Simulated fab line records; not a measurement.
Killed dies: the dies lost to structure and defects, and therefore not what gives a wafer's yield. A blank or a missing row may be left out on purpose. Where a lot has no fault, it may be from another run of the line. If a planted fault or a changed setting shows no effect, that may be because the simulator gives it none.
Which of the tools did it? | flow nand-harc | 13 lots with 39 wafers sampled at 5 steps, on a route of 1302 steps

WHAT THE GAUGES READ, wafer by wafer
NHARC_A_CHANNEL_HOLE_D1_CD_MEAS_30. Usual: cd-nm 89.7 nm, standard deviation 1.2.
lot  | measured     | on        | cd-nm (nm)     | flag
L387 | day 8 21:00  | cd-sem-02 | 87.6 89.2 89.3 |
L389 | day 9 21:25  | cd-sem-02 | 90.3 91.0 89.9 |
L392 | day 10 15:45 | cd-sem-01 | 88.5 89.5 90.8 |
L393 | day 11 19:18 | cd-sem-03 | 90.1 90.6 90.9 |
L395 | day 12 04:32 | cd-sem-02 | 87.9 87.4 86.8 |
L396 | day 12 08:19 | cd-sem-01 | 91.0 90.1 90.1 |
L398 | day 13 03:00 | cd-sem-01 | 88.5 89.3 88.0 |
L399 | day 14 01:43 | cd-sem-01 | 88.7 89.6 91.3 |
L405 | day 16 06:08 | cd-sem-03 | 90.6 88.8 90.2 |
L407 | day 17 05:08 | cd-sem-03 | 91.1 89.3 88.9 |
L408 | day 17 15:41 | cd-sem-03 | 90.1 90.8 91.5 |
L409 | day 18 01:56 | cd-sem-02 | 90.3 89.8 90.5 |
L410 | day 18 03:48 | cd-sem-02 | 89.9 88.5 90.8 |

NHARC_END_SORT_01. Usual: killed-at-array 56, standard deviation 18; killed-at-other 1.4, standard deviation 1.5; killed-at-periphery 4, standard deviation 3.1; killed-dies 61, standard deviation 19; killed-open 3.5, standard deviation 1.8; killed-short 2.4, standard deviation 1.4.
lot  | measured     | on        | killed-at-array | killed-at-other | killed-at-periphery | killed-dies | killed-open | killed-short | flag
L396 | day 28 07:32 | prober-01 | 670 660 671     | 0 3 1           | 7 14 5              | 677 677 677 | 6 3 2       | 4 4 2        | OFF
L398 | day 29 12:19 | prober-02 | 666 667 671     | 4 5 0           | 7 5 6               | 677 677 677 | 7 2 3       | 2 3 0        | OFF

TOOL THAT RAN EACH LOT (tool first, then ch and the chambers of the sampled wafers, then the start)
lot  | NHARC_A_CHANNEL_FILL_D1_ALD_16   | NHARC_A_DECK1_JOINT_CVD_12       | NHARC_A_DECK1_JOINT_ETCHBACK_00
L387 | ald-hk-03 ch 0,3, day 9 08:45    | lpcvd-poly-02 ch 0, day 11 03:50 | rie-si-06 ch 2,3, day 11 07:06
L389 | ald-hk-01 ch 1,2,3, day 10 12:22 | lpcvd-poly-04 ch 0, day 12 10:38 | rie-si-06 ch 0,1,3, day 12 13:55
L392 | ald-hk-01 ch 1,2,3, day 11 04:55 | lpcvd-poly-01 ch 0, day 13 02:08 | rie-si-06 ch 0,1,3, day 13 05:24
L393 | ald-hk-03 ch 0,1,2, day 12 10:02 | lpcvd-poly-02 ch 0, day 14 09:11 | rie-si-03 ch 1,3, day 14 12:25
L395 | ald-hk-04 ch 0,1,2, day 12 17:40 | lpcvd-poly-04 ch 0, day 14 13:52 | rie-si-02 ch 0,1,2, day 14 17:02
L396 | ald-hk-04 ch 1,2,3, day 12 21:22 | lpcvd-poly-02, day 14 20:07      | rie-si-03 ch 0,1,3, day 14 23:20
L398 | ald-hk-03 ch 1,2,3, day 13 18:02 | lpcvd-poly-04, day 15 13:16      | rie-si-06 ch 1,2, day 15 16:31
L399 | ald-hk-04 ch 0,1,2, day 14 14:22 | lpcvd-poly-01 ch 0, day 16 09:19 | rie-si-06 ch 2,3, day 16 12:32
L405 | ald-hk-03 ch 0,1,2, day 16 18:59 | lpcvd-poly-04 ch 0, day 18 20:08 | rie-si-03 ch 0,1,2, day 18 23:31
L407 | ald-hk-04 ch 0,1,3, day 17 19:58 | lpcvd-poly-02 ch 0, day 19 18:33 | rie-si-03 ch 0,1,2, day 19 21:46
L408 | ald-hk-04 ch 1,3, day 18 04:14   | lpcvd-poly-02 ch 0, day 19 23:29 | rie-si-06 ch 2,3, day 20 02:44
L409 | ald-hk-01 ch 0,1, day 18 14:39   | lpcvd-poly-01 ch 0, day 20 11:10 | rie-si-02 ch 0,1,2, day 20 14:28
L410 | ald-hk-04 ch 0,1, day 18 14:39   | lpcvd-poly-01 ch 0, day 20 11:10 | rie-si-06 ch 1,3, day 20 14:27
- NHARC_A_CHANNEL_FILL_D1_ALD_16: deposits SiO2, target thk 1.5 nm, pulse time 10 s, ald cycles 15.
- NHARC_A_DECK1_JOINT_CVD_12: deposits poly-Si, target thk 90 nm, time 1800 s.
- NHARC_A_DECK1_JOINT_ETCHBACK_00: etches the open film in HBr, target depth 30 nm, time 17.4 s.

WHAT THE TOOLS THEMSELVES READ (means of the sampled wafers that have a number; where no wafer has one, the mark that the record gives instead)
NHARC_A_CHANNEL_FILL_D1_ALD_16. Usual: heater-power-w 467 W, standard deviation 40; precursor-pulse-height-rel 1.000, standard deviation 0.02.
lot  | tool      | heater-power-w (W) | precursor-pulse-height-rel | flag
L387 | ald-hk-03 | 447                | 1.011                      |
L389 | ald-hk-01 | 469                | 1.013                      |
L392 | ald-hk-01 | 472                | 1.008                      |
L393 | ald-hk-03 | 466                | 0.990                      |
L395 | ald-hk-04 | 470                | 0.984                      |
L396 | ald-hk-04 | 464                | 0.989                      |
L398 | ald-hk-03 | 440                | 0.992                      |
L399 | ald-hk-04 | 469                | 1.004                      |
L405 | ald-hk-03 | 465                | 1.014                      |
L407 | ald-hk-04 | 507                | 0.995                      |
L408 | ald-hk-04 | 515                | 0.995                      |
L409 | ald-hk-01 | 481                | 1.006                      |
L410 | ald-hk-04 | 509                | 0.990                      |

NHARC_A_DECK1_JOINT_CVD_12. Usual: pressure-mtorr 200.0 mTorr, standard deviation 0.42; run-length-s 1801.7 s, standard deviation 0.48; spike-tc-bottom-C 641.3 C, standard deviation 2.5.
lot  | tool          | pressure-mtorr (mTorr) | run-length-s (s) | spike-tc-bottom-C (C) | flag
L387 | lpcvd-poly-02 | 200.0                  | 1801.1           | 644.7                 |
L389 | lpcvd-poly-04 | 199.9                  | 1801.8           | 642.0                 |
L392 | lpcvd-poly-01 | 199.6                  | 1801.7           | 639.1                 |
L393 | lpcvd-poly-02 | 199.8                  | 1801.1           | 644.9                 |
L395 | lpcvd-poly-04 | 200.3                  | 1802.2           | 641.0                 |
L396 | lpcvd-poly-02 | -                      | -                | -                     | OFF
L398 | lpcvd-poly-04 | -                      | -                | -                     | OFF
L399 | lpcvd-poly-01 | 200.2                  | 1802.1           | 638.2                 |
L405 | lpcvd-poly-04 | 200.2                  | 1801.8           | 640.6                 |
L407 | lpcvd-poly-02 | 199.8                  | 1801.2           | 643.6                 |
L408 | lpcvd-poly-02 | 200.5                  | 1801.0           | 643.9                 |
L409 | lpcvd-poly-01 | 200.1                  | 1801.9           | 638.9                 |
L410 | lpcvd-poly-01 | 199.9                  | 1801.7           | 638.6                 |

NHARC_A_DECK1_JOINT_ETCHBACK_00. Usual: drypump-motor-current-A 5.7 A, standard deviation 0.36; oes-product-au 0.999 a.u., standard deviation 0.0093; throttle-valve-pct 23.266 %, standard deviation 0.009.
lot  | tool      | drypump-motor-current-A (A) | oes-product-au (a.u.) | throttle-valve-pct (%) | flag
L387 | rie-si-06 | 6.0                         | 1.002                 | 23.270                 |
L389 | rie-si-06 | 5.9                         | 1.006                 | 23.266                 |
L392 | rie-si-06 | 5.9                         | 0.998                 | 23.271                 |
L393 | rie-si-03 | 5.2                         | 0.993                 | 23.261                 |
L395 | rie-si-02 | 5.9                         | 1.011                 | 23.258                 |
L396 | rie-si-03 | 5.3                         | 0.998                 | 23.260                 |
L398 | rie-si-06 | 6.0                         | 0.995                 | 23.270                 |
L399 | rie-si-06 | 6.1                         | 0.997                 | 23.265                 |
L405 | rie-si-03 | 5.2                         | 0.987                 | 23.260                 |
L407 | rie-si-03 | 5.2                         | 0.998                 | 23.261                 |
L408 | rie-si-06 | 6.1                         | 0.995                 | 23.266                 |
L409 | rie-si-02 | 5.9                         | 1.001                 | 23.264                 |
L410 | rie-si-06 | 5.8                         | 0.990                 | 23.267                 |

THE ANSWER, worked out from the rows above alone
Rule: a lot is off if the mean of its wafers that have a number lies more than 3 standard deviations from the usual mean. Also off: a lot with no number at a reading for which 4 or more lots have one. All remaining lots with rows at the step are treated as sound. The gauges are gone through in route order, then the tools' own readings, and for those a lot's mean is taken as printed above. At the first step where some lot is off, the reading lying furthest off is the one used; lots without a number count as furthest.
Off at NHARC_END_SORT_01 (killed-at-array): L396, L398. Neither off nor sound, because the step has no rows for them: L387, L389, L392, L393, L395, L399, L405, L407, L408, L409, L410.
A tool fits if, at a process step before that reading, it ran every lot that is off, and no sound lot after the first of them. The gauges at NHARC_END_SORT_01 aren't tried: what is off there is off at NHARC_A_DECK1_JOINT_CVD_12 too, on other tools, and a gauge's error can't cause that. None of those tried fits.

WHAT THE SIMULATOR HAD PUT IN
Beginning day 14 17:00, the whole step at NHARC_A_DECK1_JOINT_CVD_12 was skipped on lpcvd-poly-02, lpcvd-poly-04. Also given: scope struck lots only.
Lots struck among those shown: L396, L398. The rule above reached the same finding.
